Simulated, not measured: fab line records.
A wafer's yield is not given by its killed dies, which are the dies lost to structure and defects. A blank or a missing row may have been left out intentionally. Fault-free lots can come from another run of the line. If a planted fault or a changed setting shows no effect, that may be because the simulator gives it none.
Chamber matching + flow n5-finfet + N5_MOL_CONTACT_COAG_ETCH_66 on rie-diel-05: 4 sister chambers
The step etches SiARC in CF4, target depth 13 nm, time 21.7 s. 22 wafers are shown with their chamber, then 11 later ones without.

== EACH WAFER AND ITS CHAMBER ==
| wafer  | chamber | drypump-motor-current-A (A) | showerhead-plenum-p-Torr (Torr) | etch-rf-on-time-s (s) |
|--------|---------|-----------------------------|---------------------------------|-----------------------|
| L075.1 | 0       | 5.3                         | 1.98                            | 21.7                  |
| L075.4 | 1       | 6.6                         | 2.04                            | 21.5                  |
| L075.5 | 3       | 5.2                         | 2.14                            | 21.7                  |
| L077.1 | 1       | 6.6                         | 2.04                            | 21.6                  |
| L077.2 | 2       | 5.5                         | 2.04                            | 22.1                  |
| L077.4 | 3       | 5.1                         | 2.14                            | 21.8                  |
| L084.1 | 1       | 6.6                         | 2.29                            | 21.4                  |
| L084.2 | 2       | 5.4                         | 2.03                            | 22.6                  |
| L084.5 | 0       | 5.3                         | 1.98                            | 22.2                  |
| L086.1 | 2       | 5.5                         | 2.03                            | 22.7                  |
| L086.2 | 0       | 5.3                         | 1.97                            | 22.1                  |
| L086.5 | 2       | 5.4                         | 2.03                            | 22.7                  |
| L087.2 | 0       | 5.3                         | 1.97                            | 21.7                  |
| L087.4 | 1       | 6.6                         | 2.29                            | 20.9                  |
| L087.6 | 1       | 6.6                         | 2.29                            | 21.0                  |
| L088.1 | 3       | 5.1                         | 2.13                            | 21.8                  |
| L088.2 | 2       | 5.4                         | 2.03                            | 22.5                  |
| L088.3 | 1       | 6.6                         | 2.29                            | 21.1                  |
| L088.4 | 0       | 5.3                         | 1.97                            | 21.9                  |
| L088.5 | 1       | 6.6                         | 2.29                            | 21.1                  |
| L088.6 | 2       | 5.4                         | 2.03                            | 22.5                  |
| L092.1 | 0       | 5.3                         | 1.97                            | 22.2                  |

SIGNATURES (means of the wafers above)
| reading                  | chamber 0 | chamber 1 | chamber 2 | chamber 3 | scatter within a chamber |
|--------------------------|-----------|-----------|-----------|-----------|--------------------------|
| drypump-motor-current-A  | 5.300     | 6.600     | 5.433     | 5.133     | 0.0333                   |
| showerhead-plenum-p-Torr | 1.9733    | 2.2186    | 2.0317    | 2.1367    | 0.0705                   |
| etch-rf-on-time-s        | 21.967    | 21.229    | 22.517    | 21.767    | 0.231                    |
Rule: a wafer's distance from a chamber is the root of the sum, over the readings, of the square of ((its reading less the chamber's mean) divided by the reading's scatter). If the next closest chamber is less than 2 further off than the closest, the wafer can't be placed; otherwise it belongs to the closest. The scatter: take each reading less its chamber's mean, square it, sum over the shown wafers, divide by the number of wafers less the number of chambers, and take the root.

== WAFERS WHOSE CHAMBER IS MISSING ==
| wafer  | drypump-motor-current-A (A) | showerhead-plenum-p-Torr (Torr) | etch-rf-on-time-s (s) |
|--------|-----------------------------|---------------------------------|-----------------------|
| L092.2 | 5.1                         | 2.13                            | 21.9                  |
| L092.4 | 5.1                         | 2.13                            | 22.0                  |
| L093.1 | 5.1                         | 2.13                            | 21.7                  |
| L093.3 | 5.3                         | 1.97                            | 21.9                  |
| L093.4 | 6.6                         | 2.28                            | 21.0                  |
| L096.1 | 5.3                         | 1.97                            | 21.8                  |
| L096.2 | 5.4                         | 2.28                            | 21.4                  |
| L096.3 | 5.1                         | 2.12                            | 21.9                  |
| L096.4 | 6.6                         | 2.28                            | 21.1                  |
| L096.5 | 5.3                         | 1.97                            | 21.9                  |
| L096.6 | 5.1                         | 2.12                            | 21.8                  |

== WHICH CHAMBER EACH ONE RAN IN ==
| wafer  | from the rows above     | in truth |
|--------|-------------------------|----------|
| L092.2 | 3                       | 3        |
| L092.4 | 3                       | 3        |
| L093.1 | 3                       | 3        |
| L093.3 | 0                       | 0        |
| L093.4 | 1                       | 1        |
| L096.1 | 0                       | 0        |
| L096.2 | can't be placed: 0 or 2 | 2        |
| L096.3 | 3                       | 3        |
| L096.4 | 1                       | 1        |
| L096.5 | 0                       | 0        |
| L096.6 | 3                       | 3        |
Correct placement for 10 of the 11. Unplaceable from these rows: 1, with the true chamber sitting among the candidates in 1. Number placed wrongly: 0.
